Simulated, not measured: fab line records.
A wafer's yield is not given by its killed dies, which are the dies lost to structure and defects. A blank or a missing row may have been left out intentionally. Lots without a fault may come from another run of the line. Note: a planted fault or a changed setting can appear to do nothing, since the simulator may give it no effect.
Matching of chambers    flow nand harc    rie diel-08 running NHARC_A_STAIRCASE_ETCH_169: 4 sister chambers
The step etches the open film in CH3F/O2, target depth 50 nm, time 107.1 s. 4 wafers are shown with their chamber, then 7 later ones without.

== WAFERS, EACH WITH ITS CHAMBER ==
wafer   chamber  showerhead plenum p Torr (Torr)
L081.6  2        2.34
L083.4  1        2.61
L092.2  3        2.48
L092.3  0        2.48

== WAFERS MISSING THEIR CHAMBER ==
wafer   showerhead plenum p Torr (Torr)
L092.5  2.48
L093.1  2.32
L093.2  2.49
L093.4  2.60
L095.3  2.48
L095.5  2.59
L095.6  2.48

== THE CHAMBER EACH PASSED THROUGH ==
wafer   from the rows above      in truth
L092.5  can't be placed: 0 or 3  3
L093.1  2                        2
L093.2  can't be placed: 0 or 3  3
L093.4  1                        1
L095.3  can't be placed: 0 or 3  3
L095.5  1                        1
L095.6  can't be placed: 0 or 3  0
3 of 7 placed correctly. Can't be placed from these rows: 4 (the true chamber is among the candidates in 4). 0 placed wrongly.
How it was worked out, from the rows above alone: a wafer's distance from a chamber is the root of the sum, over the readings, of the square of ((its reading less the chamber's mean) divided by the reading's scatter). If the next closest chamber is less than 2 further off than the closest, the wafer can't be placed; otherwise it belongs to the closest. The mean given for a chamber averages the wafers shown for that chamber. The scatter: with one shown wafer a chamber, the root of the mean of the squares of how far each hidden wafer lies from its nearest shown one.
